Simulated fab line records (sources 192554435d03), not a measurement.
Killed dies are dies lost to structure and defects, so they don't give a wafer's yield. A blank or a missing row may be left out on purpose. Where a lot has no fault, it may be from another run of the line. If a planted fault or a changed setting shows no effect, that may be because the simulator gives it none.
fab line records / flow n5_finfet
[record] lots = 7 wafers = 21 last_day = 20
route steps=1938 shown WELL_APT@36
lots that met no fault: taken from a fault-free run of the same line
start_h: hours from the record's opening day to when the first of the lot's shown wafers began / wait_h: hours elapsed since this lot's preceding step / " as in the row above / L1.1+2: a row that stands for several wafers / - either no value or no given start / * or withheld: withheld / < > ~ a bound
route shown NAME@n: names a module that has steps shown in the file, with the first one's number in the route / usual: the fault-free wafers' mean and standard deviation / same: alike in all rows / chamber/n: place in a boat / sites: each site's reading / _std_site: standard deviation across them / _edge_site: inner sites' mean taken away from outer sites' mean / radius_mm: how far each site lies from the wafer's centre / mask NAME#n: copy n / behind: tool/chamber where the wafer was last shaped / hold: why the lot went on hold/how many hours it stayed there/how the hold came to an end / device: the transistor (n, p or np) that didn't switch / end of line: the tests these same wafers got at the end of their route / a step given without rows: its recipe and nothing more / killed: at the first sort, the dies lost to defects and structure; wafer yield is something else / map: shows each die of a wafer: x if killed, . if not, _ if none is there
set.NAME: setting as actually run; set.NAME@STEP: the setting as run at that earlier step / model.NAME: the simulator's own value behind a step, which no gauge read
a table for each step, a row for each wafer; lots at some steps of the route
services: a tool's chamber out of use, with start hour (start_h, from the record's first day; less than 0 if before it), hours out, and reason
[[steps]]
[step N5_WELL_APT_COAT_19]
[recipe] spin_rpm = 1357 resist_thk_nm = 950
[step N5_WELL_APT_EBR_21]
[recipe] solvent = PGMEA ebr_width_mm = 1.5
[step N5_WELL_APT_SOFTBAKE_20]
[recipe] temp_c = 130 time_s = 60
[step N5_WELL_APT_EXPOSE_22]
[recipe] mask_id = PWELL na = 0.8 source_shape = conventional sigma_outer = 0.8 polarization = unpolarized defocus_nm = 0 target_cd_nm = 200 dose_mj = 23.2
[step N5_WELL_APT_PEB_23]
[recipe] peb_temp_c = 130 peb_time_s = 90
[step N5_WELL_APT_DEVELOP_24]
[recipe] develop_time_s = 45 rinse_liquid = surfactant_rinse dry = air_spin dev_temp_c = 21
[step N5_WELL_APT_HARDBAKE_29]
[recipe] temp_c = 130 time_s = 120
[step N5_WELL_APT_CD_MEAS_25]
[recipe] target_cd_nm = 200 landing_energy_ev = 500 detector = se_inlens
[usual] cd_nm = 200.6/1.5
lot.wafer=L527.1 tool=cd_sem-02 chamber=0 start_h=22.37 wait_h=- cd_nm=198.8
lot.wafer=L527.5 tool=cd_sem-02 chamber=0 start_h=22.37 wait_h=- cd_nm=198.5
lot.wafer=L527.6 tool=cd_sem-02 chamber=0 start_h=22.37 wait_h=- cd_nm=199.4
lot.wafer=L528.3 tool=cd_sem-01 chamber=0 start_h=27.59 wait_h=- cd_nm=202.1
lot.wafer=L528.5 tool=cd_sem-01 chamber=0 start_h=27.59 wait_h=- cd_nm=198.7
lot.wafer=L528.6 tool=cd_sem-01 chamber=0 start_h=27.59 wait_h=- cd_nm=200.4
lot.wafer=L529.3 tool=cd_sem-01 chamber=0 start_h=32.80 wait_h=- cd_nm=202.7
lot.wafer=L529.4 tool=cd_sem-01 chamber=0 start_h=32.80 wait_h=- cd_nm=202.1
lot.wafer=L529.6 tool=cd_sem-01 chamber=0 start_h=32.80 wait_h=- cd_nm=202.7
lot.wafer=L532.1 tool=cd_sem-03 chamber=0 start_h=50.79 wait_h=- cd_nm=202.7
lot.wafer=L532.2 tool=cd_sem-03 chamber=0 start_h=50.79 wait_h=- cd_nm=199.7
lot.wafer=L532.4 tool=cd_sem-03 chamber=0 start_h=50.79 wait_h=- cd_nm=199.6
lot.wafer=L542.2 tool=cd_sem-02 chamber=0 start_h=111.22 wait_h=- cd_nm=198.4
lot.wafer=L542.3 tool=cd_sem-02 chamber=0 start_h=111.22 wait_h=- cd_nm=201.5
lot.wafer=L542.6 tool=cd_sem-02 chamber=0 start_h=111.22 wait_h=- cd_nm=199.3
lot.wafer=L543.2 tool=cd_sem-01 chamber=0 start_h=117.03 wait_h=- cd_nm=200.1
lot.wafer=L543.3 tool=cd_sem-01 chamber=0 start_h=117.03 wait_h=- cd_nm=201.8
lot.wafer=L543.5 tool=cd_sem-01 chamber=0 start_h=117.03 wait_h=- cd_nm=200.0
lot.wafer=L546.2 tool=cd_sem-01 chamber=0 start_h=134.91 wait_h=- cd_nm=203.0
lot.wafer=L546.3 tool=cd_sem-01 chamber=0 start_h=134.91 wait_h=- cd_nm=202.5
lot.wafer=L546.6 tool=cd_sem-01 chamber=0 start_h=134.91 wait_h=- cd_nm=202.8
[step N5_WELL_APT_OVL_MEAS_26]
[recipe] points_per_wafer = 44
[usual] PWELL_OVL = 0/6.2
[same] points_per_wafer = 44
lot.wafer=L527.1 tool=overlay-01 chamber=0 start_h=22.40 wait_h=0.0 PWELL_OVL[nm]=1
lot.wafer=L527.5 tool=overlay-01 chamber=0 start_h=22.40 wait_h=0.0 PWELL_OVL[nm]=2
lot.wafer=L527.6 tool=overlay-01 chamber=0 start_h=22.40 wait_h=0.0 PWELL_OVL[nm]=-3
lot.wafer=L528.3 tool=overlay-01 chamber=0 start_h=27.62 wait_h=0.0 PWELL_OVL[nm]=-4
lot.wafer=L528.5 tool=overlay-01 chamber=0 start_h=27.62 wait_h=0.0 PWELL_OVL[nm]=0
lot.wafer=L528.6 tool=overlay-01 chamber=0 start_h=27.62 wait_h=0.0 PWELL_OVL[nm]=-3
lot.wafer=L529.3 tool=overlay-01 chamber=0 start_h=32.83 wait_h=0.0 PWELL_OVL[nm]=-2
lot.wafer=L529.4 tool=overlay-01 chamber=0 start_h=32.83 wait_h=0.0 PWELL_OVL[nm]=2
lot.wafer=L529.6 tool=overlay-01 chamber=0 start_h=32.83 wait_h=0.0 PWELL_OVL[nm]=-2
lot.wafer=L532.1 tool=overlay-01 chamber=0 start_h=50.83 wait_h=0.0 PWELL_OVL[nm]=1
lot.wafer=L532.2 tool=overlay-01 chamber=0 start_h=50.83 wait_h=0.0 PWELL_OVL[nm]=2
lot.wafer=L532.4 tool=overlay-01 chamber=0 start_h=50.83 wait_h=0.0 PWELL_OVL[nm]=10
lot.wafer=L542.2 tool=overlay-01 chamber=0 start_h=111.25 wait_h=0.0 PWELL_OVL[nm]=-5
lot.wafer=L542.3 tool=overlay-01 chamber=0 start_h=111.25 wait_h=0.0 PWELL_OVL[nm]=-4
lot.wafer=L542.6 tool=overlay-01 chamber=0 start_h=111.25 wait_h=0.0 PWELL_OVL[nm]=-12
lot.wafer=L543.2 tool=overlay-01 chamber=0 start_h=117.06 wait_h=0.0 PWELL_OVL[nm]=-9
lot.wafer=L543.3 tool=overlay-01 chamber=0 start_h=117.06 wait_h=0.0 PWELL_OVL[nm]=-9
lot.wafer=L543.5 tool=overlay-01 chamber=0 start_h=117.06 wait_h=0.0 PWELL_OVL[nm]=-9
lot.wafer=L546.2 tool=overlay-01 chamber=0 start_h=134.94 wait_h=0.0 PWELL_OVL[nm]=3
lot.wafer=L546.3 tool=overlay-01 chamber=0 start_h=134.94 wait_h=0.0 PWELL_OVL[nm]=7
lot.wafer=L546.6 tool=overlay-01 chamber=0 start_h=134.94 wait_h=0.0 PWELL_OVL[nm]=-1
[step N5_WELL_APT_INSPECT_27]
[recipe] mode = adi inspect_instrument = macro
[usual] raw_defect_count = 2.1/1.3
lot.wafer=L527.1 tool=defect_inspect-01 chamber=- start_h=22.43 wait_h=0.0 raw_defect_count=3
lot.wafer=L527.5 tool=defect_inspect-01 chamber=- start_h=22.43 wait_h=0.0 raw_defect_count=1
lot.wafer=L527.6 tool=defect_inspect-01 chamber=- start_h=22.43 wait_h=0.0 raw_defect_count=2
lot.wafer=L528.3 tool=defect_inspect-02 chamber=- start_h=27.64 wait_h=0.0 raw_defect_count=4
lot.wafer=L528.5 tool=defect_inspect-02 chamber=- start_h=27.64 wait_h=0.0 raw_defect_count=3
lot.wafer=L528.6 tool=defect_inspect-02 chamber=- start_h=27.64 wait_h=0.0 raw_defect_count=4
lot.wafer=L529.3 tool=defect_inspect-02 chamber=- start_h=32.86 wait_h=0.0 raw_defect_count=2
lot.wafer=L529.4 tool=defect_inspect-02 chamber=- start_h=32.86 wait_h=0.0 raw_defect_count=4
lot.wafer=L529.6 tool=defect_inspect-02 chamber=- start_h=32.86 wait_h=0.0 raw_defect_count=2
lot.wafer=L532.1 tool=defect_inspect-02 chamber=- start_h=50.85 wait_h=0.0 raw_defect_count=0
lot.wafer=L532.2 tool=defect_inspect-02 chamber=- start_h=50.85 wait_h=0.0 raw_defect_count=3
lot.wafer=L532.4 tool=defect_inspect-02 chamber=- start_h=50.85 wait_h=0.0 raw_defect_count=2
lot.wafer=L542.2 tool=defect_inspect-01 chamber=- start_h=111.28 wait_h=0.0 raw_defect_count=4
lot.wafer=L542.3 tool=defect_inspect-01 chamber=- start_h=111.28 wait_h=0.0 raw_defect_count=3
lot.wafer=L542.6 tool=defect_inspect-01 chamber=- start_h=111.28 wait_h=0.0 raw_defect_count=2
lot.wafer=L543.2 tool=defect_inspect-01 chamber=- start_h=117.08 wait_h=0.0 raw_defect_count=5
lot.wafer=L543.3 tool=defect_inspect-01 chamber=- start_h=117.08 wait_h=0.0 raw_defect_count=4
lot.wafer=L543.5 tool=defect_inspect-01 chamber=- start_h=117.08 wait_h=0.0 raw_defect_count=1
lot.wafer=L546.2 tool=defect_inspect-02 chamber=- start_h=134.96 wait_h=0.0 raw_defect_count=1
lot.wafer=L546.3 tool=defect_inspect-02 chamber=- start_h=134.96 wait_h=0.0 raw_defect_count=1
lot.wafer=L546.6 tool=defect_inspect-02 chamber=- start_h=134.96 wait_h=0.0 raw_defect_count=1
[step N5_WELL_APT_DESCUM_30]
[recipe] chemistry = O2 time_s = 7.9 source_power_w = 50 bias_power_w = 20 pressure_mtorr = 20 rf_frequency_hz = 2.712e+07 temp_c = 40 o2_flow_sccm = 225
[usual] drypump_motor_current_A = 5.8/0.4 oes_product_au = 0.82/0.068 rf_vpp_V = 243.5/1.2 showerhead_plenum_p_Torr = 2.12/0.065 throttle_valve_pct = 20.43/0.17
lot.wafer=L527.1 tool=rie_diel-01 chamber=2 start_h=22.46 wait_h=0.0 drypump_motor_current_A=6.2 oes_product_au=0.96 rf_hours_counter_h=9 rf_vpp_V=241.1 showerhead_plenum_p_Torr=2.05 throttle_valve_pct=20.44
lot.wafer=L527.5 tool=rie_diel-01 chamber=3 start_h=22.46 wait_h=0.0 drypump_motor_current_A=5.6 oes_product_au=0.82 rf_hours_counter_h=- rf_vpp_V=244.4 showerhead_plenum_p_Torr=2.11 throttle_valve_pct=20.45
lot.wafer=L527.6 tool=rie_diel-01 chamber=2 start_h=22.46 wait_h=0.0 drypump_motor_current_A=6.3 oes_product_au=0.96 rf_hours_counter_h=- rf_vpp_V=242.9 showerhead_plenum_p_Torr=2.05 throttle_valve_pct=20.44
lot.wafer=L528.3 tool=rie_diel-01 chamber=1 start_h=27.86 wait_h=0.2 drypump_motor_current_A=5.8 oes_product_au=0.91 rf_hours_counter_h=34 rf_vpp_V=243.2 showerhead_plenum_p_Torr=2.14 throttle_valve_pct=20.34
lot.wafer=L528.5 tool=rie_diel-01 chamber=0 start_h=27.86 wait_h=0.2 drypump_motor_current_A=5.7 oes_product_au=0.94 rf_hours_counter_h=- rf_vpp_V=245.3 showerhead_plenum_p_Torr=2.23 throttle_valve_pct=20.41
lot.wafer=L528.6 tool=rie_diel-01 chamber=3 start_h=27.86 wait_h=0.2 drypump_motor_current_A=5.6 oes_product_au=0.82 rf_hours_counter_h=- rf_vpp_V=241.0 showerhead_plenum_p_Torr=2.11 throttle_valve_pct=20.46
lot.wafer=L529.3 tool=rie_diel-04 chamber=3 start_h=32.99 wait_h=0.1 drypump_motor_current_A=6.5 oes_product_au=0.80 rf_hours_counter_h=134 rf_vpp_V=244.3 showerhead_plenum_p_Torr=2.19 throttle_valve_pct=20.18
lot.wafer=L529.4 tool=rie_diel-04 chamber=2 start_h=32.99 wait_h=0.1 drypump_motor_current_A=5.4 oes_product_au=0.74 rf_hours_counter_h=150 rf_vpp_V=245.0 showerhead_plenum_p_Torr=2.18 throttle_valve_pct=20.87
lot.wafer=L529.6 tool=rie_diel-04 chamber=3 start_h=32.99 wait_h=0.1 drypump_motor_current_A=6.5 oes_product_au=0.80 rf_hours_counter_h=- rf_vpp_V=245.4 showerhead_plenum_p_Torr=2.19 throttle_valve_pct=20.19
lot.wafer=L532.1 tool=rie_diel-04 chamber=1 start_h=50.88 wait_h=0.0 drypump_motor_current_A=5.3 oes_product_au=0.87 rf_hours_counter_h=49 rf_vpp_V=244.2 showerhead_plenum_p_Torr=2.12 throttle_valve_pct=20.01
lot.wafer=L532.2 tool=rie_diel-04 chamber=3 start_h=50.88 wait_h=0.0 drypump_motor_current_A=6.5 oes_product_au=0.80 rf_hours_counter_h=139 rf_vpp_V=244.5 showerhead_plenum_p_Torr=2.19 throttle_valve_pct=20.18
lot.wafer=L532.4 tool=rie_diel-04 chamber=2 start_h=50.88 wait_h=0.0 drypump_motor_current_A=5.4 oes_product_au=0.75 rf_hours_counter_h=156 rf_vpp_V=243.9 showerhead_plenum_p_Torr=2.18 throttle_valve_pct=20.88
lot.wafer=L542.2 tool=rie_diel-01 chamber=2 start_h=111.31 wait_h=0.0 drypump_motor_current_A=6.2 oes_product_au=0.88 rf_hours_counter_h=41 rf_vpp_V=241.4 showerhead_plenum_p_Torr=2.04 throttle_valve_pct=20.49
lot.wafer=L542.3 tool=rie_diel-01 chamber=3 start_h=111.31 wait_h=0.0 drypump_motor_current_A=5.6 oes_product_au=0.79 rf_hours_counter_h=115 rf_vpp_V=243.7 showerhead_plenum_p_Torr=2.10 throttle_valve_pct=20.50
lot.wafer=L542.6 tool=rie_diel-01 chamber=1 start_h=111.31 wait_h=0.0 drypump_motor_current_A=5.8 oes_product_au=0.85 rf_hours_counter_h=- rf_vpp_V=243.2 showerhead_plenum_p_Torr=2.13 throttle_valve_pct=20.36
lot.wafer=L543.2 tool=rie_diel-06 chamber=1 start_h=117.11 wait_h=0.0 drypump_motor_current_A=5.7 oes_product_au=0.87 rf_hours_counter_h=51 rf_vpp_V=242.8 showerhead_plenum_p_Torr=2.13 throttle_valve_pct=20.43
lot.wafer=L543.3 tool=rie_diel-06 chamber=2 start_h=117.11 wait_h=0.0 drypump_motor_current_A=5.1 oes_product_au=0.75 rf_hours_counter_h=157 rf_vpp_V=245.2 showerhead_plenum_p_Torr=2.19 throttle_valve_pct=20.29
lot.wafer=L543.5 tool=rie_diel-06 chamber=1 start_h=117.11 wait_h=0.0 drypump_motor_current_A=5.7 oes_product_au=0.86 rf_hours_counter_h=- rf_vpp_V=242.1 showerhead_plenum_p_Torr=2.12 throttle_valve_pct=20.43
lot.wafer=L546.2 tool=rie_diel-06 chamber=3 start_h=135.00 wait_h=0.0 drypump_motor_current_A=5.9 oes_product_au=0.77 rf_hours_counter_h=133 rf_vpp_V=242.8 showerhead_plenum_p_Torr=2.11 throttle_valve_pct=20.46
lot.wafer=L546.3 tool=rie_diel-06 chamber=2 start_h=135.00 wait_h=0.0 drypump_motor_current_A=5.1 oes_product_au=0.75 rf_hours_counter_h=163 rf_vpp_V=245.2 showerhead_plenum_p_Torr=2.19 throttle_valve_pct=20.32
lot.wafer=L546.6 tool=rie_diel-06 chamber=3 start_h=135.00 wait_h=0.0 drypump_motor_current_A=5.9 oes_product_au=0.77 rf_hours_counter_h=- rf_vpp_V=242.9 showerhead_plenum_p_Torr=2.11 throttle_valve_pct=20.44
[step N5_WELL_APT_IMPLANT_31]
[recipe] species = B energy_kev = 60 dose_cm2 = 1.5e+13 tilt_deg = 0 rotation_deg = 0
[step N5_WELL_APT_IMPLANT_32]
[recipe] species = BF2 energy_kev = 50 dose_cm2 = 2e+13 tilt_deg = 0 rotation_deg = 0
[usual] beam_on_s = 10.01/0.21
lot.wafer=L527.1 tool=implanter-02 chamber=0 start_h=22.74 wait_h=0.1 beam_on_s=9.89
lot.wafer=L527.5 tool=implanter-02 chamber=0 start_h=22.74 wait_h=0.1 beam_on_s=10.16
lot.wafer=L527.6 tool=implanter-02 chamber=0 start_h=22.74 wait_h=0.1 beam_on_s=10.00
lot.wafer=L527.1 tool=implanter-02 chamber=0 start_h=23.09 wait_h=0.3 beam_on_s=9.76
lot.wafer=L527.5 tool=implanter-02 chamber=0 start_h=23.09 wait_h=0.3 beam_on_s=9.98
lot.wafer=L527.6 tool=implanter-02 chamber=0 start_h=23.09 wait_h=0.3 beam_on_s=9.96
lot.wafer=L528.3 tool=implanter-02 chamber=0 start_h=28.20 wait_h=0.1 beam_on_s=10.52
lot.wafer=L528.5 tool=implanter-02 chamber=0 start_h=28.20 wait_h=0.1 beam_on_s=9.75
lot.wafer=L528.6 tool=implanter-02 chamber=0 start_h=28.20 wait_h=0.1 beam_on_s=9.73
lot.wafer=L529.3 tool=implanter-01 chamber=0 start_h=33.38 wait_h=0.1 beam_on_s=9.63
lot.wafer=L529.4 tool=implanter-01 chamber=0 start_h=33.38 wait_h=0.1 beam_on_s=10.34
lot.wafer=L529.6 tool=implanter-01 chamber=0 start_h=33.38 wait_h=0.1 beam_on_s=9.65
lot.wafer=L529.3 tool=implanter-01 chamber=0 start_h=33.73 wait_h=0.3 beam_on_s=10.12
lot.wafer=L529.4 tool=implanter-01 chamber=0 start_h=33.73 wait_h=0.3 beam_on_s=10.13
lot.wafer=L529.6 tool=implanter-01 chamber=0 start_h=33.73 wait_h=0.3 beam_on_s=10.25
lot.wafer=L532.1 tool=implanter-01 chamber=0 start_h=51.27 wait_h=0.1 beam_on_s=9.71
lot.wafer=L532.2 tool=implanter-01 chamber=0 start_h=51.27 wait_h=0.1 beam_on_s=10.11
lot.wafer=L532.4 tool=implanter-01 chamber=0 start_h=51.27 wait_h=0.1 beam_on_s=9.87
lot.wafer=L532.1 tool=implanter-01 chamber=0 start_h=51.62 wait_h=0.3 beam_on_s=9.91
lot.wafer=L532.2 tool=implanter-01 chamber=0 start_h=51.62 wait_h=0.3 beam_on_s=9.82
lot.wafer=L532.4 tool=implanter-01 chamber=0 start_h=51.62 wait_h=0.3 beam_on_s=10.06
lot.wafer=L542.2 tool=implanter-01 chamber=0 start_h=111.62 wait_h=0.1 beam_on_s=9.62
lot.wafer=L542.3 tool=implanter-01 chamber=0 start_h=111.62 wait_h=0.1 beam_on_s=10.14
lot.wafer=L542.6 tool=implanter-01 chamber=0 start_h=111.62 wait_h=0.1 beam_on_s=10.35
lot.wafer=L543.2 tool=implanter-01 chamber=0 start_h=117.42 wait_h=0.1 beam_on_s=9.97
lot.wafer=L543.3 tool=implanter-01 chamber=0 start_h=117.42 wait_h=0.1 beam_on_s=9.85
lot.wafer=L543.5 tool=implanter-01 chamber=0 start_h=117.42 wait_h=0.1 beam_on_s=10.19
lot.wafer=L546.2 tool=implanter-01 chamber=0 start_h=135.31 wait_h=0.1 beam_on_s=10.06
lot.wafer=L546.3 tool=implanter-01 chamber=0 start_h=135.31 wait_h=0.1 beam_on_s=10.37
lot.wafer=L546.6 tool=implanter-01 chamber=0 start_h=135.31 wait_h=0.1 beam_on_s=10.22
[step N5_WELL_APT_STRIP_33]
[recipe] chemistry = SPM time_s = 900 temp_c = 130 h2so4_h2o2_vol_ratio = 4 dry = ipa_marangoni
[[services]]
tool=implanter-02 chamber=- start_h=2.92 hours=3.0 kind=repair
tool=implanter-02 chamber=- start_h=24.69 hours=0.9 kind=repair
tool=implanter-02 chamber=- start_h=30.59 hours=6.5 kind=pm
tool=implanter-02 chamber=- start_h=39.49 hours=1.7 kind=repair
tool=implanter-02 chamber=- start_h=46.77 hours=5.5 kind=repair
tool=rie_diel-04 chamber=1 start_h=106.06 hours=2.9 kind=repair
tool=implanter-02 chamber=- start_h=124.25 hours=11.6 kind=pm
tool=rie_diel-04 chamber=0 start_h=124.52 hours=- kind=clean
tool=rie_diel-04 chamber=0 start_h=124.52 hours=- kind=consumable_replace:focus_ring
tool=rie_diel-04 chamber=0 start_h=124.52 hours=- kind=consumable_replace:showerhead
[[key]]
[first_sign] step = N5_WELL_APT_IMPLANT_32 reading = visit direction = added
effect none on later readings
met_at N5_WELL_APT_IMPLANT_32
struck_wafers L527.1,L527.5,L527.6,L529.3,L529.4,L529.6,L532.1,L532.2,L532.4
rows_end L529.3,L529.4,L529.6,L532.1,L532.2,L532.4
[fault] kind = repeated_step_whole tool = implanter-01,implanter-02 chamber = - onset_h = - steps = N5_WELL_APT_IMPLANT_32 times = 1 scope = struck_lots_only
// rows_end: these wafers met a further fault down the route, and their rows from its step on are left out
